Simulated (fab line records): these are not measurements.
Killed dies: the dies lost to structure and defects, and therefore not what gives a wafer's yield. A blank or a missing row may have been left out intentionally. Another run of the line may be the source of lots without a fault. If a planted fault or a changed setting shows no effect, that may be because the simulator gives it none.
Problem report in the 8D (eight disciplines) form, filled by code    flow n5_finfet    the parts of the form that need people (team, actions taken, sign-off) are left out

== 1. WHAT IS WRONG ==
run_length_s at N5_BEOL_M3_ETCH_70 reads a mean of 127.2 s on 1 wafer of 1 lot; wafers without a fault read 143.3 s with a standard deviation of 0.41. That is -39 standard deviations from the usual mean.
The step: etches SOC in N2/H2, target depth 80 nm, overetch 16 nm, time 120 s.
First seen on wafer L874.1, day 9 13:22, on rie_diel-02. At this step, 14 wafers from 5 lots have a number in the record. Rule for "out" (also "out of limits"): further than 4 standard deviations from the usual mean. Any other wafer with a number is counted as sound.

== 2. WHAT IT IS, WHAT IT ISN'T ==
question                     is                is not
which readings at this step  run_length_s      drypump_motor_current_A, h2_flow_sccm, rf_vpp_V, showerhead_plenum_p_Torr, throttle_valve_pct
which lots                   L874              L864, L869, L879, L885
which wafers of those lots   L874.1            L874.3
read on which tools          rie_diel-02       rie_diel-04, rie_diel-06
when                         from day 9 13:22  up to then (7 sound wafers); but 6 sound wafers of L879, L885 came after

== 3. WHAT RULES OUT EACH SUSPECT ==
Counting: a tool at a process step up to the reading stays a suspect if it ran every lot that is out. Sound lots after the first of them don't rule it out here, since some wafers of a struck lot are sound.
- rie_diel-04 at N5_BEOL_M3_DESCUM_33 (chemistry O2, time 7 s): kept. It ran the lot that is out, L874 (day 9 11:05).
- rie_diel-04 at N5_BEOL_M3_ETCH_77 (etches underlayer in N2/H2, target depth 6.5 nm, time 5.2 s): kept. It ran the lot that is out, L874 (day 9 11:07).
- rie_diel-04 at N5_BEOL_M3_ETCH_69 (etches SiARC in CF4, target depth 15.6 nm, time 26 s): kept. It ran the lot that is out, L874 (day 9 11:08).
- ald_sin-04 at N5_BEOL_M3_ALD_98 (deposits SiO2, target thk 2.5 nm, pulse time 1 s, co reactant pulse time 1 s): kept. It processed L874, the lot that is out, at day 9 11:53, and its most recent sound lot before then was L869 at day 8 18:38.
- rie_diel-02 at N5_BEOL_M3_ETCHBACK_99 (etches SiO2 in CHF3, target depth 5 nm, time 10.4 s): kept. It ran the lot that is out, L874 (day 9 13:20).
- rie_diel-02 at N5_BEOL_M3_ETCH_70 (etches SOC in N2/H2, target depth 80 nm, overetch 16 nm, time 120 s): kept. It ran the lot that is out, L874 (day 9 13:22). On those wafers its own readings are out: run_length_s.
- At N5_BEOL_M3_DESCUM_33 on rie_diel-04, chamber 2 took the sound wafers of the same lots and chamber 3 took the wafers that are out.
- At N5_BEOL_M3_ETCH_77 on rie_diel-04, chamber 2 took the sound wafers of the same lots and chamber 3 took the wafers that are out.
- At N5_BEOL_M3_ETCH_69 on rie_diel-04, chamber 2 took the sound wafers of the same lots and chamber 3 took the wafers that are out.
- At N5_BEOL_M3_ALD_98 on ald_sin-04, chamber 1 took the sound wafers of the same lots and chamber 3 took the wafers that are out.
- At N5_BEOL_M3_ETCHBACK_99 on rie_diel-02, chamber 3 took the sound wafers of the same lots and chamber 2 took the wafers that are out.
- At N5_BEOL_M3_ETCH_70 on rie_diel-02, chamber 3 took the sound wafers of the same lots and chamber 2 took the wafers that are out.
Left after counting: rie_diel-04 at N5_BEOL_M3_DESCUM_33, rie_diel-04 at N5_BEOL_M3_ETCH_77, rie_diel-04 at N5_BEOL_M3_ETCH_69, ald_sin-04 at N5_BEOL_M3_ALD_98, rie_diel-02 at N5_BEOL_M3_ETCHBACK_99, rie_diel-02 at N5_BEOL_M3_ETCH_70.

== 4. THE CAUSE (what the simulator had put in) ==
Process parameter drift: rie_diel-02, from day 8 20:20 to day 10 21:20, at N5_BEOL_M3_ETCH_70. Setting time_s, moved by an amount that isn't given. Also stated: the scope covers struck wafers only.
Counting leaves 6 suspects; this tool is one of them.

== 5. SEQUENCE OF EFFECTS, ordered by route ==
Rows list readings where the struck wafers' mean (over those with a number) sits beyond 3 standard deviations from the usual. Scope: only readings with a usual standard deviation given in the record; hours: median across lots of the time from each lot's start at the first step in this table that gives one to its start at this step; sigmas: change in usual standard deviations.
hours  step                reading         usual      on struck wafers  change  sigmas
0      N5_BEOL_M3_ETCH_70  oes_product_au  0.60 a.u.  0.82              +0.22   +3.9
0      N5_BEOL_M3_ETCH_70  run_length_s    143.3 s    127.2             -16.1   -39
Here are the process steps it includes:
- N5_BEOL_M3_ETCH_70: etches SOC in N2/H2, target depth 80 nm, overetch 16 nm, time 120 s.
At these later measuring or inspecting steps, every struck wafer for which the step has a row has a number for every such reading, and none has moved that far: N5_BEOL_M4_RC_MEAS_101.

== 6. HOW IT WOULD HAVE BEEN CAUGHT EARLIER ==
The fault began at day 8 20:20; the first out-of-limits reading in this record came at day 9 13:22, 17 hours later.
